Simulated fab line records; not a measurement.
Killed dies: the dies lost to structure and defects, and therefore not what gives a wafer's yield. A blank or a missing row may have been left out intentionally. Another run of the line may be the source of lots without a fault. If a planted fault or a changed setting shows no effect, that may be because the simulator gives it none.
Which of the tools did it? ; flow nand-harc ; 24 lots with 72 wafers sampled at 6 steps, on a route of 1302 steps

== WHAT THE GAUGES READ, wafer by wafer ==
NHARC_A_ONON_D2_THK_MEAS_30: measures by ellipsometry. Usual: thk-nm at 1002 nm, with a standard deviation of 9.6.
lot;measured;on;thk-nm (nm);flag
L074;day 12 23:18;film-metro-01;1008 1005 1006;
L075;day 12 23:19;film-metro-01;1006 1006 1007;
L076;day 14 06:58;film-metro-02;1018 1018 1017;
L077;day 14 07:00;film-metro-01;1000 1002 1000;
L078;day 14 14:05;film-metro-02;1000 998 998;
L079;day 14 14:05;film-metro-01;1009 1010 1011;
L080;day 15 05:58;film-metro-01;1006 1006 1005;
L081;day 15 22:34;film-metro-02;1014 1013 1012;
L082;day 15 22:25;film-metro-02;1006 1005 1004;
L083;day 16 11:35;film-metro-02;1007 1007 1008;
L084;day 16 11:49;film-metro-01;978 977 978;
L085;day 17 14:23;film-metro-01;1014 1015 1016;
L086;day 17 19:49;film-metro-02;995 994 994;
L087;day 18 17:38;film-metro-01;1005 1005 1006;
L089;day 19 01:26;film-metro-01;1020 1017 1017;
L088;day 19 01:26;film-metro-02;993 994 994;
L090;day 19 21:24;film-metro-02;1005 1008 1007;
L091;day 19 21:35;film-metro-02;989 990 990;
L092;day 20 02:22;film-metro-01;1001 999 1001;
L093;day 21 02:30;film-metro-02;992 991 992;
L094;day 21 02:30;film-metro-01;984 988 988;
L095;day 21 19:43;film-metro-02;1003 1003 1002;
L096;day 21 20:03;film-metro-02;998 1000 999;
L097;day 23 00:10;film-metro-01;1000 1002 1000;

== WHICH TOOL RAN EACH LOT (tool, then ch and the chambers of the sampled wafers, then the start) ==
lot;NHARC_P_BONDPAD_ACTIVATE_29;NHARC_A_CHANNEL_HOLE_D1_DEP_00;NHARC_A_CHANNEL_HOLE_D1_DESCUM_15;NHARC_A_CHANNEL_FILL_D1_ETCHBACK_20;NHARC_A_DECK1_JOINT_DEP_16
L074;rie-diel-11 ch 1,2, day 6 18:55;acl-dep-02 ch 0, day 8 08:53;rie-diel-12 ch 0,1, day 8 11:29;rie-diel-09 ch 1,3, day 9 21:05;pecvd-01 ch 1,2, day 12 09:58
L075;rie-diel-13 ch 1,3, day 7 00:37;acl-dep-01 ch 0, day 8 13:53;rie-diel-12 ch 0,1, day 8 16:44;rie-diel-08 ch 0,3, day 9 21:05;pecvd-02 ch 0,2, day 12 09:58
L076;rie-diel-11 ch 1,2,3, day 7 16:27;acl-dep-03 ch 0, day 9 14:43;rie-diel-12 ch 0,2,3, day 9 17:34;rie-diel-09 ch 0,2,3, day 11 01:54;pecvd-02 ch 0,1,2, day 13 17:56
L077;rie-diel-11 ch 0,2,3, day 8 02:12;acl-dep-01 ch 0, day 9 17:23;rie-diel-12 ch 0,2, day 9 19:36;rie-diel-05 ch 0,3, day 11 01:54;pecvd-02 ch 1,2, day 13 17:47
L078;rie-diel-11 ch 0,2,3, day 8 11:28;acl-dep-03 ch 0, day 10 03:55;rie-diel-04 ch 0,2,3, day 10 06:47;rie-diel-09 ch 1,2, day 11 14:01;pecvd-02 ch 0,1,2, day 13 22:50
L079;rie-diel-11 ch 0,1,3, day 8 17:56;acl-dep-01 ch 0, day 10 03:41;rie-diel-12 ch 0,2,3, day 10 06:30;rie-diel-05 ch 0,1,2, day 11 14:01;pecvd-01 ch 0,1,2, day 13 22:47
L080;rie-diel-11 ch 0,1,2, day 9 05:35;acl-dep-01 ch 0, day 10 18:20;rie-diel-12 ch 0,1, day 10 20:16;rie-diel-05 ch 1,2,3, day 12 05:22;pecvd-01 ch 0,1,2, day 14 17:12
L081;rie-diel-13 ch 0,1,2, day 9 21:56;acl-dep-02 ch 0, day 11 15:15;rie-diel-10 ch 0,1, day 11 17:45;rie-diel-08 ch 0,1,3, day 13 00:35;pecvd-03 ch 0,1, day 15 09:13
L082;rie-diel-13 ch 0,2,3, day 9 22:15;acl-dep-01 ch 0, day 11 14:40;rie-diel-12 ch 0,1,3, day 11 17:23;rie-diel-08 ch 0,1,3, day 13 00:31;pecvd-01 ch 1,2, day 15 09:13
L083;rie-diel-06 ch 0,1,2, day 10 10:39;acl-dep-01 ch 0, day 12 02:53;rie-diel-04 ch 0,1,2, day 12 05:18;rie-diel-08 ch 0,1,3, day 13 12:46;pecvd-01 ch 0,2, day 15 20:47
L084;rie-diel-11 ch 0,1, day 10 16:36;acl-dep-02 ch 0, day 12 02:45;rie-diel-10 ch 1,3, day 12 05:33;rie-diel-09 ch 1,2,3, day 13 12:46;pecvd-03 ch 0,1,2, day 15 20:46
L085;rie-diel-11 ch 0,2, day 11 11:02;acl-dep-03 ch 0, day 13 02:50;rie-diel-12 ch 1,3, day 13 05:14;rie-diel-05 ch 1,3, day 14 16:14;pecvd-02 ch 1,2, day 17 01:36
L086;rie-diel-11 ch 0,2, day 11 11:46;acl-dep-01 ch 0, day 13 04:07;rie-diel-04 ch 0,1, day 13 06:12;rie-diel-09 ch 1,2, day 14 20:01;pecvd-01 ch 0,1,2, day 17 07:01
L087;rie-diel-13 ch 0,1, day 12 06:02;acl-dep-01 ch 0, day 14 02:21;rie-diel-12 ch 2,3, day 14 04:44;rie-diel-09 ch 0,1,3, day 15 11:53;pecvd-03 ch 1,2, day 18 03:20
L089;rie-diel-13 ch 0,1,3, day 12 20:47;acl-dep-02 ch 0, day 14 12:58;rie-diel-12 ch 0,2,3, day 14 15:41;rie-diel-05 ch 0,2,3, day 15 22:13;pecvd-03 ch 0,1,2, day 18 09:56
L088;rie-diel-11 ch 0,1,3, day 12 20:59;acl-dep-02 ch 0, day 14 11:04;rie-diel-12 ch 0,1,3, day 14 13:55;rie-diel-09 ch 0,1,3, day 15 22:13;pecvd-01 ch 1,2, day 18 10:01
L090;rie-diel-11 ch 0,2,3, day 13 13:11;acl-dep-01 ch 0, day 15 04:43;rie-diel-10 ch 0,1, day 15 07:26;rie-diel-05 ch 0,1,3, day 16 15:32;pecvd-02 ch 0,2, day 19 08:05
L091;rie-diel-06 ch 0,3, day 13 17:53;acl-dep-01 ch 0, day 15 07:16;rie-diel-12 ch 0,1, day 15 09:27;rie-diel-09 ch 1,2,3, day 16 15:31;pecvd-01 ch 0,1,2, day 19 08:04
L092;rie-diel-13 ch 1,2, day 14 00:37;acl-dep-01 ch 0, day 15 15:22;rie-diel-12 ch 0,1,2, day 15 18:13;rie-diel-05 ch 0,1,2, day 17 01:44;pecvd-01 ch 1,2, day 19 13:36
L093;rie-diel-13 ch 0,1, day 14 20:00;acl-dep-02 ch 0, day 16 14:19;rie-diel-10 ch 1,2, day 16 16:32;rie-diel-09 ch 0,1, day 18 01:26;pecvd-02 ch 0,1, day 20 13:48
L094;rie-diel-06 ch 0,1,3, day 15 00:25;acl-dep-01 ch 0, day 16 13:41;rie-diel-12 ch 0,1, day 16 15:34;rie-diel-08 ch 0,1,3, day 18 01:27;pecvd-03 ch 0,1,2, day 20 13:49
L095;rie-diel-06 ch 1,2,3, day 15 08:22;acl-dep-03 ch 0, day 17 03:12;rie-diel-12 ch 0,2,3, day 17 05:56;rie-diel-09 ch 0,2,3, day 18 20:31;pecvd-03 ch 0,1,2, day 21 06:20
L096;rie-diel-06 ch 0,1,3, day 15 22:23;acl-dep-03 ch 0, day 17 13:21;rie-diel-12 ch 0,2,3, day 17 16:11;rie-diel-09 ch 0,1,2, day 18 23:40;pecvd-02 ch 0,1,2, day 21 06:16
L097;rie-diel-11 ch 0,2, day 16 15:58;acl-dep-02 ch 0, day 18 07:51;rie-diel-04 ch 0,2,3, day 18 10:19;rie-diel-05 ch 0,3, day 19 19:44;pecvd-01 ch 0,1, day 22 11:25
- NHARC_P_BONDPAD_ACTIVATE_29: chemistry N2, time 60 s.
- NHARC_A_CHANNEL_HOLE_D1_DEP_00: deposits aC, target thk 3100 nm.
- NHARC_A_CHANNEL_HOLE_D1_DESCUM_15: chemistry O2, time 3 s.
- NHARC_A_CHANNEL_FILL_D1_ETCHBACK_20: etches the open film in C4F8/O2/Ar, target depth 27 nm, time 13.5 s.
- NHARC_A_DECK1_JOINT_DEP_16: deposits SiO2, target thk 45 nm.

== AS READ BY THE TOOLS THEMSELVES (means over the sampled wafers that have a number; for cases with no such wafer, the mark the record gives instead) ==
NHARC_P_BONDPAD_ACTIVATE_29. Usual: drypump-motor-current-A 5.6 A, standard deviation 0.44; n2-flow-sccm 200.0 sccm, standard deviation 0.54; oes-product-au 0.998 a.u., standard deviation 0.0065; rf-vpp-V 64.0 V, standard deviation 0.88; showerhead-plenum-p-Torr 1.74 Torr, standard deviation 0.076.
lot;tool;drypump-motor-current-A (A);n2-flow-sccm (sccm);oes-product-au (a.u.);rf-vpp-V (V);showerhead-plenum-p-Torr (Torr);flag
L074;rie-diel-11;5.0;199.8;1.000;64.3;1.74;
L075;rie-diel-13;5.5;199.6;0.992;65.1;1.69;
L076;rie-diel-11;5.4;200.4;1.003;62.9;1.75;
L077;rie-diel-11;5.7;200.6;0.991;63.7;1.69;
L078;rie-diel-11;5.7;199.9;1.003;64.4;1.69;
L079;rie-diel-11;5.9;200.3;0.995;64.4;1.75;
L080;rie-diel-11;5.4;199.8;0.993;64.0;1.75;
L081;rie-diel-13;5.4;199.9;0.990;64.0;1.71;
L082;rie-diel-13;5.6;199.7;0.997;64.2;1.74;
L083;rie-diel-06;5.3;200.1;0.996;63.4;1.79;
L084;rie-diel-11;5.8;199.9;0.997;64.2;1.76;
L085;rie-diel-11;5.7;200.0;1.001;63.9;1.69;
L086;rie-diel-11;5.3;200.1;1.000;64.4;1.68;
L087;rie-diel-13;5.3;200.1;1.002;63.0;1.67;
L089;rie-diel-13;5.4;200.1;0.997;64.1;1.70;
L088;rie-diel-11;5.9;199.7;1.005;63.2;1.75;
L090;rie-diel-11;5.7;200.3;0.997;64.8;1.69;
L091;rie-diel-06;5.8;199.9;1.002;63.7;1.78;
L092;rie-diel-13;5.5;200.3;1.002;64.0;1.70;
L093;rie-diel-13;5.2;200.5;0.999;64.0;1.67;
L094;rie-diel-06;5.5;200.6;0.993;63.9;1.78;
L095;rie-diel-06;5.6;199.7;0.988;65.0;1.72;
L096;rie-diel-06;5.5;199.5;0.996;64.3;1.78;
L097;rie-diel-11;5.3;200.4;1.005;63.2;1.68;

NHARC_A_CHANNEL_HOLE_D1_DEP_00. Usual: throttle-valve-pct at 35.000 %, with a standard deviation of 0.0088.
lot;tool;throttle-valve-pct (%);flag
L074;acl-dep-02;34.999;
L075;acl-dep-01;34.998;
L076;acl-dep-03;35.003;
L077;acl-dep-01;34.998;
L078;acl-dep-03;35.005;
L079;acl-dep-01;34.998;
L080;acl-dep-01;35.004;
L081;acl-dep-02;34.997;
L082;acl-dep-01;34.990;
L083;acl-dep-01;34.991;
L084;acl-dep-02;35.004;
L085;acl-dep-03;34.998;
L086;acl-dep-01;35.001;
L087;acl-dep-01;35.010;
L089;acl-dep-02;35.008;
L088;acl-dep-02;35.005;
L090;acl-dep-01;35.005;
L091;acl-dep-01;34.996;
L092;acl-dep-01;34.995;
L093;acl-dep-02;34.999;
L094;acl-dep-01;34.997;
L095;acl-dep-03;34.997;
L096;acl-dep-03;35.001;
L097;acl-dep-02;34.994;

NHARC_A_CHANNEL_HOLE_D1_DESCUM_15. Usual: drypump-motor-current-A 5.7 A, standard deviation 0.62; o2-flow-sccm 200.0 sccm, standard deviation 0.58; oes-product-au 1.000 a.u., standard deviation 0.0071; rf-vpp-V 57.6 V, standard deviation 0.8; showerhead-plenum-p-Torr 1.87 Torr, standard deviation 0.068; throttle-valve-pct 11.311 %, standard deviation 0.0088.
lot;tool;drypump-motor-current-A (A);o2-flow-sccm (sccm);oes-product-au (a.u.);rf-vpp-V (V);showerhead-plenum-p-Torr (Torr);throttle-valve-pct (%);flag
L074;rie-diel-12;6.2;200.2;1.004;58.0;1.88;11.315;
L075;rie-diel-12;6.4;199.1;0.999;57.0;1.89;11.315;
L076;rie-diel-12;5.4;200.7;1.007;56.7;1.83;11.304;
L077;rie-diel-12;5.7;200.1;1.007;57.5;1.85;11.302;
L078;rie-diel-04;5.5;199.5;1.002;57.6;1.98;11.311;
L079;rie-diel-12;5.4;199.8;1.001;56.8;1.83;11.314;
L080;rie-diel-12;6.4;200.2;1.000;58.7;1.89;11.305;
L081;rie-diel-10;5.9;200.1;1.000;58.4;1.91;11.302;
L082;rie-diel-12;5.8;199.4;0.999;57.8;1.85;11.302;
L083;rie-diel-04;5.1;199.5;1.006;56.6;1.92;11.311;
L084;rie-diel-10;5.3;200.4;1.002;57.8;1.86;11.316;
L085;rie-diel-12;6.0;200.3;0.996;58.0;1.86;11.314;
L086;rie-diel-04;4.8;199.9;1.005;57.4;1.89;11.309;
L087;rie-diel-12;5.1;199.7;0.987;56.8;1.80;11.316;
L089;rie-diel-12;5.4;200.0;0.995;57.4;1.83;11.317;
L088;rie-diel-12;5.9;199.2;0.993;57.7;1.85;11.314;
L090;rie-diel-10;5.5;200.8;1.001;57.3;1.87;11.312;
L091;rie-diel-12;6.2;200.3;1.011;57.4;1.87;11.316;
L092;rie-diel-12;5.9;200.1;0.992;58.2;1.86;11.303;
L093;rie-diel-10;5.5;199.8;0.999;57.9;1.83;11.315;
L094;rie-diel-12;6.2;200.5;1.007;57.1;1.87;11.308;
L095;rie-diel-12;5.4;200.1;0.997;57.9;1.82;11.313;
L096;rie-diel-12;5.4;200.6;1.001;57.5;1.82;11.313;
L097;rie-diel-04;5.5;199.8;0.998;58.1;1.96;11.314;

NHARC_A_CHANNEL_FILL_D1_ETCHBACK_20. Usual: oes-product-au 0.97 a.u., standard deviation 0.035; rf-vpp-V 978 V, standard deviation 7.7.
lot;tool;oes-product-au (a.u.);rf-vpp-V (V);flag
L074;rie-diel-09;1.00;982;
L075;rie-diel-08;0.99;981;
L076;rie-diel-09;0.93;981;
L077;rie-diel-05;1.00;981;
L078;rie-diel-09;0.93;975;
L079;rie-diel-05;1.00;980;
L080;rie-diel-05;0.98;974;
L081;rie-diel-08;1.00;978;
L082;rie-diel-08;0.92;979;
L083;rie-diel-08;0.92;979;
L084;rie-diel-09;0.92;980;
L085;rie-diel-05;1.00;978;
L086;rie-diel-09;0.99;981;
L087;rie-diel-09;1.01;976;
L089;rie-diel-05;0.93;974;
L088;rie-diel-09;0.96;976;
L090;rie-diel-05;0.92;980;
L091;rie-diel-09;1.00;981;
L092;rie-diel-05;0.93;979;
L093;rie-diel-09;1.00;971;
L094;rie-diel-08;1.00;979;
L095;rie-diel-09;0.92;979;
L096;rie-diel-09;0.95;975;
L097;rie-diel-05;1.00;980;

NHARC_A_DECK1_JOINT_DEP_16. Usual: heater-power-w 603 W, standard deviation 120; throttle-valve-pct 16.0 %, standard deviation 0.71.
lot;tool;heater-power-w (W);throttle-valve-pct (%);flag
L074;pecvd-01;604;16.2;
L075;pecvd-02;714;16.2;
L076;pecvd-02;614;16.2;
L077;pecvd-02;523;16.1;
L078;pecvd-02;642;16.3;
L079;pecvd-01;577;16.2;
L080;pecvd-01;648;15.8;
L081;pecvd-03;467;15.9;
L082;pecvd-01;608;15.9;
L083;pecvd-01;704;15.8;
L084;pecvd-03;512;15.9;
L085;pecvd-02;531;16.1;
L086;pecvd-01;625;16.0;
L087;pecvd-03;502;16.4;
L089;pecvd-03;498;15.8;
L088;pecvd-01;591;15.9;
L090;pecvd-02;692;16.4;
L091;pecvd-01;650;15.8;
L092;pecvd-01;625;15.9;
L093;pecvd-02;708;16.3;
L094;pecvd-03;525;16.0;
L095;pecvd-03;486;16.1;
L096;pecvd-02;639;16.2;
L097;pecvd-01;659;15.7;

== THE ANSWER, worked out from the rows above alone ==
Rule: a lot counts as off when the mean over its wafers that have a number is more than 3 standard deviations away from the usual mean. Also off: a lot with no number at a reading for which 4 or more lots have one. The other lots that the step has rows for count as sound. The gauges are gone through in route order, then the tools' own readings, and for those a lot's mean is taken as printed above. At the first step where some lot is off, the reading lying furthest off is the one used; lots without a number count as furthest.
None of the lots is off at any reading shown; this tells nothing.

== WHAT THE SIMULATOR HAD PUT IN ==
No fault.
